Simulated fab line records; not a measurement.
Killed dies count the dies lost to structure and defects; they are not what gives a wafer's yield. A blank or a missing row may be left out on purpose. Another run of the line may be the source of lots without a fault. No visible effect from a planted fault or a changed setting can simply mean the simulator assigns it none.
Comparing a struck lot with a sound one / flow nandHarc / 39 out of 1159 route steps
Sound: the wafers L462.3, L462.4, L462.6. The struck wafers were L474.2, L474.4, L474.5. The cause is named last.
At each step with rows: each side's tool, then ch and its chambers, then its first start. Under that, the readings that differ: sound wafers / struck wafers / difference of the means / sigmas: that difference in standard deviations of wafers without a fault.
alike: same words and numbers on both sides, and readings whose means sit less than 2 such deviations apart. not compared: any withheld reading, any reading some wafer has no value for, any bound like >300 that may hide the same value, and any number with overlapping values for which the record gives no deviation.
The two part at a step that has a row with sigmas, a row that says differs or no value, or rows on one side only. When numbers do not overlap yet have no deviation, they are printed without sigmas and do not part them. A reading that every wafer of one side lacks parts them only if that side has two wafers or more.

first, 6 steps without rows for these wafers: NHARC_A_CHANNEL_HOLE_D1_STRIP_42 (strips in CF4/CHF3); NHARC_A_CHANNEL_HOLE_D1_STRIP_43 (strips in O2/COS); NHARC_A_CHANNEL_HOLE_D1_ETCH_44 (etches the open film in CF4/O2, target depth 140 nm, overetch 14 nm, time 77 s); NHARC_A_CHANNEL_HOLE_D1_STRIP_27 (strips in O2); NHARC_A_CHANNEL_HOLE_D1_PRECLEAN_28 (cleans in SC1); NHARC_A_CHANNEL_HOLE_D1_SRD_29.
NHARC_A_CHANNEL_HOLE_D1_CD_MEAS_30:
  struck on cdSem-03, day 13 03:32; sound on cdSem-01, day 9 06:22
  alike: cdNm
following that, these wafers have no rows for 1 step: NHARC_A_CHANNEL_HOLE_D1_XSEM_31.
NHARC_A_CHANNEL_HOLE_D1_INSPECT_40:
  struck on defectInspect-01, day 13 03:43; sound on defectInspect-01, day 9 06:32
  alike: rawDefectCount
then, 2 steps without rows for these wafers: NHARC_A_CHANNEL_FILL_D1_PRECLEAN_00 (cleans in SC1); NHARC_A_CHANNEL_FILL_D1_SRD_01.
NHARC_A_CHANNEL_FILL_D1_ALD_02: deposits SiO2, target thk 6 nm, pulse time 10 s, ald cycles 60.
  sound on aldHk-04 ch 0,2, day 9 07:40; struck on aldHk-04 ch 0,2, day 13 03:55
  alike: heaterPowerW, precursorPulseHeightRel
NHARC_A_CHANNEL_FILL_D1_ALD_03: deposits SiNx, target thk 6 nm, pulse time 60 s, ald cycles 58.
  sound on aldSinBatch-01 ch 0, day 9 10:36; struck on aldSinBatch-01 ch 0, day 13 07:22
  alike: chamberPressureTorr, precursorPulseHeightRel
then, 1 step without rows for these wafers: NHARC_A_CHANNEL_FILL_D1_ALD_14 (deposits SiO2, target thk 2.5 nm, pulse time 10 s, ald cycles 25).
NHARC_A_CHANNEL_FILL_D1_ALD_15: deposits SiNx, target thk 2 nm, pulse time 60 s, ald cycles 19.
  sound on aldSinBatch-01 ch 0; struck on aldSinBatch-02 ch 0
reading=chamberPressureTorr (Torr); sound=2.002 2.011 2.006; struck=1.995 1.993 1.997; difference=-0.011; sigmas=-3
  alike: precursorPulseHeightRel
then, 3 steps without rows for these wafers: NHARC_A_CHANNEL_FILL_D1_ALD_16 (deposits SiO2, target thk 1.5 nm, pulse time 10 s, ald cycles 15); NHARC_A_CHANNEL_FILL_D1_ANNEAL_17 (time 1800 s); NHARC_A_CHANNEL_FILL_D1_CVD_18 (deposits poly-Si, target thk 3 nm).
NHARC_A_CHANNEL_FILL_D1_ETCHBACK_19: etches the open film in HBr/Cl2, target depth 5 nm, time 1.7 s.
  sound on rieSi-02 ch 0,3, day 10 07:25; struck on rieSi-04 ch 1,2,3, day 14 03:54
  alike: drypumpMotorCurrentA, oesProductAu, rfFwdPowerW, throttleValvePct
  not compared: rfHoursCounterH
then, 6 steps without rows for these wafers: NHARC_A_CHANNEL_FILL_D1_ETCHBACK_20 (etches the open film in C4F8/O2/Ar, target depth 27 nm, time 13.5 s); NHARC_A_CHANNEL_FILL_D1_STRIP_28 (strips in O2, time 20 s); NHARC_A_CHANNEL_FILL_D1_PRECLEAN_21 (cleans in dHF, time 30 s); NHARC_A_CHANNEL_FILL_D1_SRD_23; NHARC_A_CHANNEL_FILL_D1_CVD_05 (deposits poly-Si, target thk 5 nm); NHARC_A_CHANNEL_FILL_D1_ANNEAL_22 (time 7200 s).
NHARC_A_CHANNEL_FILL_D1_ALD_25: deposits SiOx, target thk 60 nm, pulse time 10 s, ald cycles 600.
  sound on aldHk-04 ch 2,3, day 10 19:26; struck on aldHk-01 ch 0,3, day 14 16:04
  alike: heaterPowerW, precursorPulseHeightRel
then, 1 step without rows for these wafers: NHARC_A_CHANNEL_FILL_D1_ETCHBACK_08 (etches the open film in C4F8, target depth 220 nm, time 110 s).
NHARC_A_CHANNEL_FILL_D1_STRIP_29: strips in O2, time 20 s.
  sound on rieDiel-07 ch 1,3; struck on rieDiel-09 ch 0,1,2
  alike: drypumpMotorCurrentA, oesProductAu, rfVppV, showerheadPlenumPTorr, throttleValvePct
  not compared: rfHoursCounterH
then, 10 steps without rows for these wafers: NHARC_A_CHANNEL_FILL_D1_PRECLEAN_30 (cleans in dHF, time 30 s); NHARC_A_CHANNEL_FILL_D1_SRD_31; NHARC_A_CHANNEL_FILL_D1_CVD_09 (deposits poly-Si, target thk 150 nm, time 3000 s); NHARC_A_CHANNEL_FILL_D1_CMP_10 (polishes, target thk 150 nm); NHARC_A_CHANNEL_FILL_D1_SRD_12; NHARC_A_CHANNEL_FILL_D1_RTA_24 (time 5 s); NHARC_A_STAIRCASE_DEP_156 (deposits SiNx, target thk 50 nm); NHARC_A_STAIRCASE_DEHYDRATE_158 (time 120 s); NHARC_A_STAIRCASE_HMDS_159 (time 30 s); NHARC_A_STAIRCASE_COAT_160.
-- the record jumps here: 10 days lie between the struck wafers' starts before and after (it left off in module A_STAIRCASE and takes up again in module END, whose first step shown is number 1159 of the route) --
NHARC_END_SORT_01:
  the record has rows for the struck wafers here (prober-01 ch 0, day 24 11:49) and none for the sound ones

## WHERE THEY PART
At NHARC_A_CHANNEL_FILL_D1_ALD_15 first; at NHARC_END_SORT_01 last (within this record only).

WHY: whatever the simulator had introduced
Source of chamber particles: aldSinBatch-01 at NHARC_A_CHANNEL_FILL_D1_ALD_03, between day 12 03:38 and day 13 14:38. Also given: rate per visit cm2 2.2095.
